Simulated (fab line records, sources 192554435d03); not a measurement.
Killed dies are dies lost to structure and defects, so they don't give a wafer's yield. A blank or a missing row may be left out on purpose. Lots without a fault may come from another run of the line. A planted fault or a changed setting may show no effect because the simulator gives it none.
fab line records | flow n5_finfet
record lots=13 wafers=39 last_day=18
route steps=1938 shown BEOL_M13@1715 BEOL_M14@1738 PASSIVATION@1936
lots that met no fault: from a run of the same line without faults
start_h: hours from the record's first day to the start of the lot's first wafer shown | wait_h: hours since the lot's step before | " the same as in the row above | L1.1+2: a row that stands for several wafers | - no value, or no start given | * or withheld: withheld | < > ~ a bound
route shown NAME@n: a module of which the file shows steps, and the number in the route of the first | usual: mean/standard deviation of fault-free wafers | same: alike in all rows | chamber/n: place in a boat | sites: the reading at each site | _std_site: their standard deviation | _edge_site: outer sites' mean less inner sites' | radius_mm: how far each site lies from the wafer's centre | mask NAME#n: copy n | behind: the tool/chamber that last shaped the wafer | hold: why the lot was held/for how many hours/how that ended | device: the transistor (n, p or np) that didn't switch | end of line: the same wafers' tests at the end of the route | a step without rows: its recipe alone | killed: dies lost to structure and defects at the first sort, not the wafer's yield | map: a wafer's dies, x killed, . not, _ none there
set.NAME: the setting as run; set.NAME@STEP: as run at that earlier step | model.NAME: the simulator's own value behind a step, which no gauge read
steps of the route over a sample of lots; a table a step, a row a wafer
services: from which hour (start_h, from the record's first day; less than 0 if before it) a tool's chamber was out of use, for how many hours, and why
## steps
# step N5_BEOL_M13_INSPECT_55
# recipe inspect_instrument=darkfield mode=post_dep
# usual raw_defect_count=66/23
# columns lot.wafer tool chamber start_h wait_h raw_defect_count
L888.3 defect_inspect-01 - 232.43 0.0 43
L888.4 " - " " 50
L888.6 " - " " 41
L887.2 defect_inspect-01 - 248.48 0.0 51
L887.5 " - " " 63
L887.6 " - " " 76
L890.1 defect_inspect-01 - 248.63 0.0 65
L890.2 " - " " 48
L890.3 " - " " 48
L891.1 defect_inspect-02 - 265.72 0.0 68
L891.5 " - " " 61
L891.6 " - " " 63
L893.3 defect_inspect-01 - 271.22 0.0 43
L893.4 " - " " 61
L893.6 " - " " 76
L894.3 defect_inspect-01 - 275.39 0.0 64
L894.4 " - " " 86
L894.5 " - " " 94
L902.1 defect_inspect-01 - 339.82 0.0 35
L902.4 " - " " 56
L902.6 " - " " 75
L901.2 defect_inspect-01 - 340.10 0.0 65
L901.5 " - " " 81
L901.6 " - " " 57
L903.2 defect_inspect-02 - 346.83 0.0 56
L903.4 " - " " 55
L903.5 " - " " 83
L906.1 defect_inspect-02 - 361.62 0.0 62
L906.2 " - " " 33
L906.6 " - " " 29
L905.4 defect_inspect-01 - 362.49 0.0 55
L905.5 " - " " 40
L905.6 " - " " 23
L908.1 defect_inspect-01 - 363.79 0.0 40
L908.3 " - " " 57
L908.4 " - " " 39
L910.2 defect_inspect-02 - 398.57 0.0 115
L910.3 " - " " 88
L910.5 " - " " 66
# step N5_BEOL_M14_COAT_66
# recipe resist=SiARC temp_c=220 time_s=60 spin_rpm=1500 resist_thk_nm=110
# usual dispense_pressure_kPa=47.4/1.9 spin_speed_rpm=1500.2/0.94
# columns lot.wafer tool chamber start_h wait_h dispense_pressure_kPa spin_speed_rpm
L888.3 litho_track-01 0 233.53 - 47.0 1499.5
L888.4 " 0 " " 47.0 1498.9
L888.6 " 0 " " 47.0 1501.7
L887.2 litho_track-03 0 249.63 - 51.0 1500.5
L887.5 " 0 " " 51.0 1498.5
L887.6 " 0 " " 51.0 1499.7
L890.1 litho_track-03 0 249.77 - 51.0 1501.8
L890.2 " 0 " " 51.0 1500.3
L890.3 " 0 " " 51.0 1502.0
L891.1 litho_track-01 0 266.95 - 47.0 1565.2
L891.5 " 0 " " 47.0 1564.8
L891.6 " 0 " " 47.0 1566.0
L893.3 litho_track-01 0 272.44 - 47.0 1567.5
L893.4 " 0 " " 47.0 1565.6
L893.6 " 0 " " 47.1 1565.2
L894.3 litho_track-01 0 276.65 - 47.0 1566.5
L894.4 " 0 " " 47.0 1566.2
L894.5 " 0 " " 47.0 1565.9
L902.1 litho_track-04 0 340.96 - 45.5 1501.6
L902.4 " 0 " " 45.5 1499.8
L902.6 " 0 " " 45.5 1500.2
L901.2 litho_track-01 0 341.19 - 46.9 1500.5
L901.5 " 0 " " 47.0 1500.4
L901.6 " 0 " " 47.0 1499.8
L903.2 litho_track-01 0 348.13 - 47.0 1501.5
L903.4 " 0 " " 47.0 1501.5
L903.5 " 0 " " 47.0 1500.7
L906.1 litho_track-01 0 362.72 - 47.0 1500.0
L906.2 " 0 " " 47.0 1497.6
L906.6 " 0 " " 47.0 1500.1
L905.4 litho_track-03 0 363.59 - 51.0 1500.6
L905.5 " 0 " " 51.0 1500.8
L905.6 " 0 " " 51.0 1498.4
L908.1 litho_track-03 0 365.20 - 51.0 1503.8
L908.3 " 0 " " 50.9 1499.8
L908.4 " 0 " " 51.0 1501.0
L910.2 litho_track-01 0 399.67 - 47.0 1500.6
L910.3 " 0 " " 47.0 1499.2
L910.5 " 0 " " 47.0 1500.7
# step N5_BEOL_M14_OVL_MEAS_29
# recipe points_per_wafer=44
# usual M14_OVL=0/4.5
# columns lot.wafer tool chamber start_h wait_h M14_OVL[nm]
L888.3 overlay-02 0 233.97 0.0 -6
L888.4 " 0 " " 0
L888.6 " 0 " " 0
L887.2 overlay-02 0 249.95 0.0 5
L887.5 " 0 " " 0
L887.6 " 0 " " -1
L890.1 overlay-02 0 250.21 0.0 0
L890.2 " 0 " " -3
L890.3 " 0 " " 0
L891.1 overlay-01 0 267.26 0.0 0
L891.5 " 0 " " 4
L891.6 " 0 " " 2
L893.3 overlay-02 0 272.88 0.0 6
L893.4 " 0 " " 3
L893.6 " 0 " " 1
L894.3 overlay-02 0 277.09 0.0 1
L894.4 " 0 " " 5
L894.5 " 0 " " 7
L902.1 overlay-02 0 341.40 0.0 -5
L902.4 " 0 " " -1
L902.6 " 0 " " 2
L901.2 overlay-02 0 341.63 0.0 -2
L901.5 " 0 " " 4
L901.6 " 0 " " 3
L903.2 overlay-02 0 348.58 0.0 3
L903.4 " 0 " " -1
L903.5 " 0 " " -3
L906.1 overlay-02 0 363.16 0.0 -1
L906.2 " 0 " " -3
L906.6 " 0 " " -6
L905.4 overlay-02 0 364.03 0.0 -9
L905.5 " 0 " " -7
L905.6 " 0 " " -1
L908.1 overlay-02 0 365.52 0.0 5
L908.3 " 0 " " 1
L908.4 " 0 " " 1
L910.2 overlay-01 0 399.99 0.0 0
L910.3 " 0 " " 9
L910.5 " 0 " " 5
# step N5_BEOL_M14_INSPECT_30
# recipe mode=adi inspect_instrument=macro
# usual raw_defect_count=2.2/1.4
# columns lot.wafer tool chamber start_h wait_h raw_defect_count
L888.3 defect_inspect-01 - 233.99 0.0 0
L888.4 " - " " 4
L888.6 " - " " 1
L887.2 defect_inspect-01 - 249.97 0.0 1
L887.5 " - " " 4
L887.6 " - " " 3
L890.1 defect_inspect-01 - 250.24 0.0 2
L890.2 " - " " 5
L890.3 " - " " 0
L891.1 defect_inspect-01 - 267.29 0.0 0
L891.5 " - " " 1
L891.6 " - " " 1
L893.3 defect_inspect-01 - 272.90 0.0 5
L893.4 " - " " 3
L893.6 " - " " 3
L894.3 defect_inspect-01 - 277.12 0.0 2
L894.4 " - " " 1
L894.5 " - " " 3
L902.1 defect_inspect-01 - 341.42 0.0 3
L902.4 " - " " 3
L902.6 " - " " 0
L901.2 defect_inspect-01 - 341.66 0.0 3
L901.5 " - " " 0
L901.6 " - " " 4
L903.2 defect_inspect-01 - 348.60 0.0 1
L903.4 " - " " 1
L903.5 " - " " 3
L906.1 defect_inspect-01 - 363.19 0.0 2
L906.2 " - " " 2
L906.6 " - " " 3
L905.4 defect_inspect-02 - 364.05 0.0 0
L905.5 " - " " 4
L905.6 " - " " 0
L908.1 defect_inspect-02 - 365.54 0.0 2
L908.3 " - " " 2
L908.4 " - " " 2
L910.2 defect_inspect-02 - 400.01 0.0 3
L910.3 " - " " 0
L910.5 " - " " 5
# step N5_PASSIVATION_PROBE_49
# usual defect_limited_yield=91.2/1.6 killed_at_M0_to_M3=34/11 killed_at_M4_up=14/5.7 killed_at_contacts=14/6.6 killed_at_front_end=37/10 killed_at_other=4/3.2 killed_dies=104/19 killed_open=69/13 killed_short=33/8.7 sort_bin_5_function=5.1/1 sort_bin_6_memory=3.3/0.76 sort_bin_8_speed=0.00/0.016 sort_n_pass=1076/19 sort_yield_pct=91.2/1.6
# same gross_dies=1180 killed_at_back_side=0 sort_bin_4_leakage[%]=0
# columns lot.wafer tool chamber start_h wait_h defect_limited_yield[%] killed_at_M0_to_M3 killed_at_M4_up killed_at_contacts killed_at_front_end killed_at_other killed_dies killed_open killed_short sort_bin_5_function[%] sort_bin_6_memory[%] sort_bin_8_speed[%] sort_n_pass sort_yield_pct[%]
L888.3 prober-02 - 256.47 0.1 89.7 47 11 29 32 2 121 78 38 6.3 3.6 0 1059 89.7
L888.4 prober-02 - 256.52 0.2 91.9 34 20 14 25 3 96 69 25 4.7 3.1 0 1084 91.9
L888.6 prober-02 - 256.62 0.3 90.5 44 10 18 37 3 112 66 42 6.2 2.6 0.08 1068 90.5
L887.2 prober-02 - 273.83 0.1 89.2 40 17 18 47 5 127 89 37 6.9 3.5 0 1053 89.2
L887.5 prober-02 - 273.98 0.2 87.9 52 19 13 55 4 143 105 38 7.7 4.0 0 1037 87.9
L887.6 prober-02 - 274.03 0.3 92.8 25 17 9 30 4 85 50 34 4.1 3.1 0 1095 92.8
L890.1 prober-02 - 275.76 0.0 89.5 28 29 15 47 5 124 77 38 5.8 3.7 0 1056 89.5
L890.2 prober-02 - 275.81 0.1 90.7 24 23 6 55 2 110 84 23 5.5 3.6 0 1070 90.7
L890.3 prober-02 - 275.86 0.1 92.9 37 14 3 30 0 84 57 26 4.2 2.6 0 1096 92.9
L891.1 prober-02 - 291.53 0.0 93.8 25 5 13 29 1 73 48 25 3.6 2.3 0 1107 93.8
L891.5 prober-02 - 291.73 0.2 94.2 28 14 9 16 1 68 50 17 3.1 2.5 0 1112 94.2
L891.6 prober-02 - 291.78 0.3 93.0 32 11 10 28 2 83 56 26 3.7 3.1 0.08 1097 93.0
L893.3 prober-01 - 297.49 0.1 90.7 27 10 17 52 4 110 85 24 5.3 3.9 0 1070 90.7
L893.4 prober-01 - 297.54 0.2 92.0 28 10 14 38 4 94 62 32 5.3 2.5 0 1086 92.0
L893.6 prober-01 - 297.64 0.3 92.4 25 8 14 38 5 90 63 27 4.5 2.8 0 1090 92.4
L894.3 prober-02 - 305.10 0.1 92.7 37 4 4 37 4 86 57 29 5.1 2.0 0 1094 92.7
L894.4 prober-02 - 305.15 0.2 92.0 47 12 6 26 3 94 69 25 4.7 2.6 0 1086 92.0
L894.5 prober-02 - 305.20 0.2 90.8 36 14 17 34 8 109 84 25 4.8 4.2 0 1071 90.8
L902.1 prober-01 - 366.10 0.0 91.2 38 9 9 40 8 104 72 31 5.3 3.4 0 1076 91.2
L902.4 prober-01 - 366.25 0.2 90.9 36 9 10 48 4 107 64 38 5.7 2.7 0 1073 90.9
L902.6 prober-01 - 366.35 0.3 91.4 49 4 10 35 4 102 59 39 4.2 3.9 0 1078 91.4
L901.2 prober-02 - 366.74 0.1 89.3 61 19 7 35 4 126 75 51 6.3 3.9 0 1054 89.3
L901.5 prober-02 - 366.89 0.2 88.8 52 19 14 44 3 132 84 48 5.9 5.1 0 1048 88.8
L901.6 prober-02 - 366.94 0.3 90.6 39 25 9 35 3 111 72 39 5.4 3.3 0 1069 90.6
L903.2 prober-02 - 373.98 0.1 93.0 20 7 13 42 1 83 50 33 3.8 3.1 0 1097 93.0
L903.4 prober-02 - 374.08 0.2 89.5 49 16 11 48 0 124 84 37 5.9 3.7 0 1056 89.5
L903.5 prober-02 - 374.13 0.2 90.6 36 13 8 50 4 111 79 31 6.3 2.9 0 1069 90.6
L906.1 prober-01 - 390.01 0.0 90.9 35 10 22 39 1 107 73 32 5.8 3.1 0 1073 90.9
L906.2 prober-01 - 390.06 0.1 89.6 41 15 29 38 0 123 76 45 6.2 3.7 0.08 1057 89.6
L906.6 prober-01 - 390.26 0.3 91.4 15 22 34 28 3 102 81 19 4.2 4.3 0 1078 91.4
L908.1 prober-02 - 394.93 0.0 89.4 39 20 12 53 1 125 62 51 5.8 3.5 0 1055 89.4
L908.3 prober-02 - 395.03 0.1 91.2 26 20 15 40 3 104 65 36 4.7 3.7 0 1076 91.2
L908.4 prober-02 - 395.08 0.2 90.5 28 21 14 48 1 112 65 43 5.4 3.6 0 1068 90.5
L905.4 prober-01 - 395.88 0.2 93.1 19 12 7 35 8 81 50 29 3.8 3.0 0 1099 93.1
L905.5 prober-01 - 395.93 0.2 90.7 36 11 12 44 7 110 71 39 5.0 4.0 0 1070 90.7
L905.6 prober-01 - 395.98 0.3 91.1 45 6 10 39 5 105 73 31 5.3 3.5 0 1075 91.1
L910.2 prober-02 - 425.39 0.1 91.5 32 7 20 28 13 100 68 31 4.7 3.6 0 1080 91.5
L910.3 prober-02 - 425.44 0.1 91.1 35 17 11 29 13 105 53 52 4.8 3.6 0 1075 91.1
L910.5 prober-02 - 425.54 0.2 91.5 31 16 9 32 12 100 66 32 5.6 2.7 0 1080 91.5
# killed by level:class
L888.3 MOL_CONTACT_COAG:geometric_particle:open=18 BEOL_M0_SAQP:geometric_particle:short=13 MOL_CONTACT_COAG:geometric_particle:short=11 BEOL_M0_SAQP:geometric_particle:open=10 BEOL_M3:geometric_particle:open=8 FIN_SAQP:geometric_particle:open=7 BEOL_M4:geometric_particle:open=7 BEOL_M2:geometric_particle:open=6
L888.4 MOL_CONTACT_COAG:geometric_particle:open=13 BEOL_M4:geometric_particle:open=9 BEOL_M0_SAQP:geometric_particle:open=8 BEOL_M2:geometric_particle:open=6 BEOL_M3:geometric_particle:open=6 BEOL_M0_SAQP:geometric_particle:short=5 SPACER0:geometric_particle:open=4 GATE_CUT:geometric_particle:short=4
L888.6 BEOL_M0_SAQP:geometric_particle:open=13 MOL_CONTACT_COAG:geometric_particle:open=12 BEOL_M0_SAQP:geometric_particle:short=11 FIN_SAQP:geometric_particle:open=7 MOL_CONTACT_COAG:geometric_particle:short=6 BEOL_M4:geometric_particle:open=6 BEOL_M3:geometric_particle:open=5 BEOL_M2:geometric_particle:open=5
L887.2 FIN_SAQP:geometric_particle:open=20 MOL_CONTACT_COAG:geometric_particle:open=16 BEOL_M0_SAQP:geometric_particle:short=9 BEOL_M1:geometric_particle:open=7 STI_FIN_REVEAL:geometric_particle:open=6 BEOL_M2:geometric_particle:open=6 BEOL_M3:geometric_particle:open=6 BEOL_M4:geometric_particle:open=6
L887.5 FIN_SAQP:geometric_particle:open=19 BEOL_M0_SAQP:geometric_particle:open=17 STI_FIN_REVEAL:geometric_particle:open=9 MOL_CONTACT_COAG:geometric_particle:open=9 BEOL_M0_SAQP:geometric_particle:short=9 BEOL_M2:geometric_particle:open=9 BEOL_M3:geometric_particle:open=8 BEOL_M8:geometric_particle:open=6
L887.6 FIN_SAQP:geometric_particle:open=8 MOL_CONTACT_COAG:geometric_particle:open=8 FIN_SAQP:geometric_particle:short=7 BEOL_M2:geometric_particle:open=6 GATE_CUT:geometric_particle:short=4 BEOL_M0_SAQP:geometric_particle:short=4 BEOL_M0:geometric_particle:open=4 BEOL_M4:geometric_particle:open=4
L890.1 BEOL_M4:geometric_particle:open=15 STI_FIN_REVEAL:geometric_particle:open=10 MOL_CONTACT_COAG:geometric_particle:open=10 BEOL_M0_SAQP:geometric_particle:short=9 BEOL_M1:geometric_particle:open=9 HKMG_FIN:area_etch=9 FIN_SAQP:geometric_particle:open=6 BEOL_M0_SAQP:geometric_particle:open=6
L890.2 STI_FIN_REVEAL:geometric_particle:open=13 BEOL_M4:geometric_particle:open=13 FIN_SAQP:geometric_particle:open=10 BEOL_M0_SAQP:geometric_particle:open=10 STARTING-WAFER:geometric_particle:open=9 BEOL_M1:geometric_particle:open=7 MOL_CONTACT_COAG:geometric_particle:open=6 FIN_SAQP:geometric_particle:short=3
L890.3 BEOL_M1:geometric_particle:open=11 BEOL_M2:geometric_particle:open=7 STI_FIN_REVEAL:geometric_particle:open=6 BEOL_M0_SAQP:geometric_particle:short=6 BEOL_M4:geometric_particle:open=5 BEOL_M1:geometric_particle:short=4 STARTING-WAFER:geometric_particle:open=4 ILD0:geometric_particle:open=3
L891.1 STI_FIN_REVEAL:geometric_particle:open=12 MOL_CONTACT_COAG:geometric_particle:open=11 BEOL_M1:geometric_particle:open=6 BEOL_M2:geometric_particle:open=4 BEOL_M0_SAQP:geometric_particle:open=4 BEOL_M1:geometric_particle:short=3 BEOL_M3:geometric_particle:short=3 FIN_SAQP:geometric_particle:short=2
L891.5 MOL_CONTACT_COAG:geometric_particle:open=8 BEOL_M0_SAQP:geometric_particle:open=8 BEOL_M1:geometric_particle:open=7 BEOL_M3:geometric_particle:open=4 STARTING-WAFER:geometric_particle:open=4 BEOL_M0_SAQP:geometric_particle:short=3 BEOL_M4:geometric_particle:open=3 FIN_SAQP:geometric_particle:open=2
L891.6 STI_FIN_REVEAL:geometric_particle:open=7 MOL_CONTACT_COAG:geometric_particle:open=7 BEOL_M1:geometric_particle:open=7 FIN_SAQP:geometric_particle:short=6 BEOL_M0_SAQP:geometric_particle:short=5 BEOL_M0_SAQP:geometric_particle:open=5 BEOL_M0:geometric_particle:open=5 FIN_SAQP:geometric_particle:open=4
L893.3 STI_FIN_REVEAL:geometric_particle:open=27 MOL_CONTACT_COAG:geometric_particle:open=15 BEOL_M3:geometric_particle:open=11 BEOL_M1:geometric_particle:open=8 STI_FIN_REVEAL:geometric_particle:short=6 GATE_CUT:geometric_particle:short=6 BEOL_M4:geometric_particle:open=6 GATE_CUT:geometric_particle:open=4
L893.4 BEOL_M1:geometric_particle:short=12 MOL_CONTACT_COAG:geometric_particle:open=10 STI_FIN_REVEAL:geometric_particle:open=9 DUMMY_GATE:geometric_particle:open=7 BEOL_M1:geometric_particle:open=5 BEOL_M3:geometric_particle:open=5 FIN_SAQP:geometric_particle:short=4 FIN_SAQP:geometric_particle:open=4
L893.6 STI_FIN_REVEAL:geometric_particle:open=14 MOL_CONTACT_COAG:geometric_particle:open=13 FIN_SAQP:geometric_particle:open=7 FIN_SAQP:geometric_particle:short=5 BEOL_M0_SAQP:geometric_particle:open=5 BEOL_M3:geometric_particle:short=4 BEOL_M3:geometric_particle:open=4 BEOL_M0_SAQP:geometric_particle:short=3
L894.3 BEOL_M2:geometric_particle:open=10 STI_FIN_REVEAL:geometric_particle:open=7 DUMMY_GATE:geometric_particle:open=7 BEOL_M0_SAQP:geometric_particle:short=7 BEOL_M1:geometric_particle:open=6 GATE_CUT:geometric_particle:short=5 BEOL_M3:geometric_particle:open=5 BEOL_M0_SAQP:geometric_particle:open=4
L894.4 BEOL_M3:geometric_particle:open=11 BEOL_M1:geometric_particle:open=10 BEOL_M0_SAQP:geometric_particle:open=8 BEOL_M2:geometric_particle:open=7 GATE_CUT:geometric_particle:short=5 MOL_CONTACT_COAG:geometric_particle:open=5 BEOL_M0_SAQP:geometric_particle:short=5 DUMMY_GATE:geometric_particle:open=4
L894.5 STI_FIN_REVEAL:geometric_particle:open=15 MOL_CONTACT_COAG:geometric_particle:open=14 BEOL_M0_SAQP:geometric_particle:open=12 BEOL_M1:geometric_particle:open=6 PAD_METAL:geometric_particle:open=6 DUMMY_GATE:geometric_particle:open=5 BEOL_M0_SAQP:geometric_particle:short=5 BEOL_M2:geometric_particle:open=5
L902.1 BEOL_M1:geometric_particle:open=11 BEOL_M3:geometric_particle:open=8 BEOL_M0_SAQP:geometric_particle:open=7 STI_FIN_REVEAL:geometric_particle:open=6 GATE_CUT:geometric_particle:short=6 MOL_CONTACT_COAG:geometric_particle:open=6 BEOL_M0_SAQP:geometric_particle:short=6 GATE_CUT:geometric_particle:open=5
L902.4 FIN_SAQP:geometric_particle:short=12 STI_FIN_REVEAL:geometric_particle:open=10 BEOL_M0_SAQP:geometric_particle:short=7 BEOL_M2:geometric_particle:open=7 FIN_SAQP:geometric_particle:open=6 MOL_CONTACT_COAG:geometric_particle:open=5 BEOL_M1:geometric_particle:open=5 MOL_CONTACT_COAG:geometric_particle:short=4
L902.6 BEOL_M0_SAQP:geometric_particle:open=15 BEOL_M0_SAQP:geometric_particle:short=9 MOL_CONTACT_COAG:geometric_particle:open=8 ILD0:geometric_particle:short=7 BEOL_M1:geometric_particle:open=7 BEOL_M3:geometric_particle:open=5 FIN_SAQP:geometric_particle:open=4 STI_FIN_REVEAL:geometric_particle:open=4
L901.2 BEOL_M0_SAQP:geometric_particle:short=18 BEOL_M0_SAQP:geometric_particle:open=13 BEOL_M1:geometric_particle:open=11 BEOL_M1:geometric_particle:short=10 STI_FIN_REVEAL:geometric_particle:open=9 BEOL_M4:geometric_particle:open=8 MOL_CONTACT_COAG:geometric_particle:open=6 FIN_SAQP:geometric_particle:open=5
L901.5 BEOL_M4:geometric_particle:open=16 BEOL_M0_SAQP:geometric_particle:open=14 GATE_CUT:geometric_particle:open=13 BEOL_M0_SAQP:geometric_particle:short=12 MOL_CONTACT_COAG:geometric_particle:open=11 GATE_CUT:geometric_particle:short=10 BEOL_M1:geometric_particle:short=9 BEOL_M1:geometric_particle:open=6
L901.6 STI_FIN_REVEAL:geometric_particle:open=10 MOL_CONTACT_COAG:geometric_particle:open=9 BEOL_M0_SAQP:geometric_particle:short=7 BEOL_M3:geometric_particle:open=7 BEOL_M4:geometric_particle:open=7 BEOL_M0_SAQP:geometric_particle:open=6 BEOL_M1:geometric_particle:open=6 BEOL_M1:geometric_particle:short=6
L903.2 DUMMY_GATE:geometric_particle:open=10 MOL_CONTACT_COAG:geometric_particle:open=10 FIN_SAQP:geometric_particle:short=8 FIN_SAQP:geometric_particle:open=6 BEOL_M2:geometric_particle:open=6 BEOL_M0_SAQP:geometric_particle:short=5 GATE_CUT:geometric_particle:short=4 BEOL_M0_SAQP:geometric_particle:open=4
L903.4 FIN_SAQP:geometric_particle:open=18 BEOL_M1:geometric_particle:open=12 BEOL_M0_SAQP:geometric_particle:open=10 BEOL_M0_SAQP:geometric_particle:short=9 MOL_CONTACT_COAG:geometric_particle:open=8 BEOL_M0:geometric_particle:open=6 STI_FIN_REVEAL:geometric_particle:open=6 GATE_CUT:geometric_particle:short=5
L903.5 FIN_SAQP:geometric_particle:open=10 STI_FIN_REVEAL:geometric_particle:open=10 FIN_SAQP:geometric_particle:short=8 BEOL_M0_SAQP:geometric_particle:open=7 BEOL_M0:geometric_particle:open=7 DUMMY_GATE:geometric_particle:open=6 MOL_CONTACT_COAG:geometric_particle:open=6 BEOL_M0_SAQP:geometric_particle:short=6
L906.1 MOL_CONTACT_COAG:geometric_particle:open=20 STI_FIN_REVEAL:geometric_particle:open=9 BEOL_M0_SAQP:geometric_particle:open=8 BEOL_M0_SAQP:geometric_particle:short=7 DUMMY_GATE:geometric_particle:open=6 BEOL_M2:geometric_particle:short=5 BEOL_M3:geometric_particle:open=5 BEOL_M1:geometric_particle:open=4
L906.2 MOL_CONTACT_COAG:geometric_particle:open=22 STI_FIN_REVEAL:geometric_particle:open=11 BEOL_M0_SAQP:geometric_particle:short=9 MOL_CONTACT_COAG:geometric_particle:short=7 BEOL_M3:geometric_particle:open=7 BEOL_M4:geometric_particle:open=7 BEOL_M1:geometric_particle:short=5 BEOL_M5:geometric_particle:open=5
L906.6 MOL_CONTACT_COAG:geometric_particle:open=32 STI_FIN_REVEAL:geometric_particle:open=9 BEOL_M4:geometric_particle:open=7 FIN_SAQP:geometric_particle:open=6 BEOL_M8:geometric_particle:open=5 BEOL_M2:geometric_particle:open=4 DUMMY_GATE:geometric_particle:open=3 BEOL_M0_SAQP:geometric_particle:open=3
L908.1 FIN_SAQP:geometric_particle:open=12 FIN_SAQP:geometric_particle:short=11 BEOL_M1:geometric_particle:open=10 HKMG_FIN:area_etch=9 BEOL_M0:geometric_particle:short=7 BEOL_M5:geometric_particle:open=6 MOL_CONTACT_COAG:geometric_particle:short=6 MOL_CONTACT_COAG:geometric_particle:open=6
L908.3 MOL_CONTACT_COAG:geometric_particle:open=13 BEOL_M4:geometric_particle:open=9 STI_FIN_REVEAL:geometric_particle:open=8 BEOL_M2:geometric_particle:open=7 FIN_SAQP:geometric_particle:open=6 FIN_SAQP:geometric_particle:short=5 GATE_CUT:geometric_particle:short=5 BEOL_M0_SAQP:geometric_particle:open=4
L908.4 FIN_SAQP:geometric_particle:short=16 MOL_CONTACT_COAG:geometric_particle:open=12 STI_FIN_REVEAL:geometric_particle:open=9 FIN_SAQP:geometric_particle:open=7 BEOL_M4:geometric_particle:open=6 BEOL_M4:geometric_particle:short=5 STARTING-WAFER:geometric_particle:short=5 BEOL_M1:geometric_particle:open=4
L905.4 FIN_SAQP:geometric_particle:open=11 BEOL_M0_SAQP:geometric_particle:open=7 FIN_SAQP:geometric_particle:short=6 GATE_CUT:geometric_particle:short=6 BEOL_M0_SAQP:geometric_particle:short=6 MOL_CONTACT_COAG:geometric_particle:open=5 BEOL_M4:geometric_particle:open=5 STI_FIN_REVEAL:geometric_particle:open=3
L905.5 FIN_SAQP:geometric_particle:open=12 MOL_CONTACT_COAG:geometric_particle:open=10 FIN_SAQP:geometric_particle:short=8 BEOL_M3:geometric_particle:open=8 BEOL_M1:geometric_particle:open=7 BEOL_M2:geometric_particle:open=7 GATE_CUT:geometric_particle:short=6 STARTING-WAFER:geometric_particle:short=5
L905.6 BEOL_M3:geometric_particle:open=21 GATE_CUT:geometric_particle:short=9 FIN_SAQP:geometric_particle:open=8 MOL_CONTACT_COAG:geometric_particle:open=8 BEOL_M0_SAQP:geometric_particle:open=8 STI_FIN_REVEAL:geometric_particle:open=7 DUMMY_GATE:geometric_particle:open=4 FIN_SAQP:geometric_particle:short=3
L910.2 MOL_CONTACT_COAG:geometric_particle:open=17 BEOL_M3:geometric_particle:open=9 BEOL_M0_SAQP:geometric_particle:open=6 FIN_SAQP:geometric_particle:short=5 FIN_SAQP:geometric_particle:open=4 BEOL_M0_SAQP:geometric_particle:short=4 BEOL_M2:geometric_particle:open=4 BEOL_M4:geometric_particle:open=4
L910.3 BEOL_M3:geometric_particle:open=12 FIN_SAQP:geometric_particle:short=11 BEOL_M4:geometric_particle:open=8 MOL_CONTACT_COAG:geometric_particle:open=7 BEOL_M1:geometric_particle:open=6 MOL_CONTACT_COAG:geometric_particle:short=4 BEOL_M4:geometric_particle:short=4 PAD_METAL:geometric_particle:open=4
L910.5 FIN_SAQP:geometric_particle:open=8 MOL_CONTACT_COAG:geometric_particle:open=8 BEOL_M0_SAQP:geometric_particle:open=7 BEOL_M0:geometric_particle:open=6 BEOL_M1:geometric_particle:open=6 PASS1_CAP:geometric_particle:open=6 FIN_SAQP:geometric_particle:short=5 BEOL_M4:geometric_particle:open=5
## services
# columns tool chamber start_h hours kind
litho_track-01 - 218.22 - consumable_replace:filter
## key
first_sign step=N5_BEOL_M14_COAT_66 reading=spin_speed_rpm direction=up sigmas=70 usual=* struck=*
effect none on later readings
met_at N5_BEOL_M14_COAT_66
struck_lots L891,L893,L894
not_acting_at N5_BEOL_M13_INSPECT_55,N5_BEOL_M14_OVL_MEAS_29,N5_BEOL_M14_INSPECT_30
onset_between 233.53 266.95
fault kind=process_parameter_drift tool=litho_track-01 chamber=- onset_h=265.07 steps=N5_BEOL_M14_COAT_66 channel=spin_rpm offset=* shape=step end_h=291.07 acts_in=* stated=*
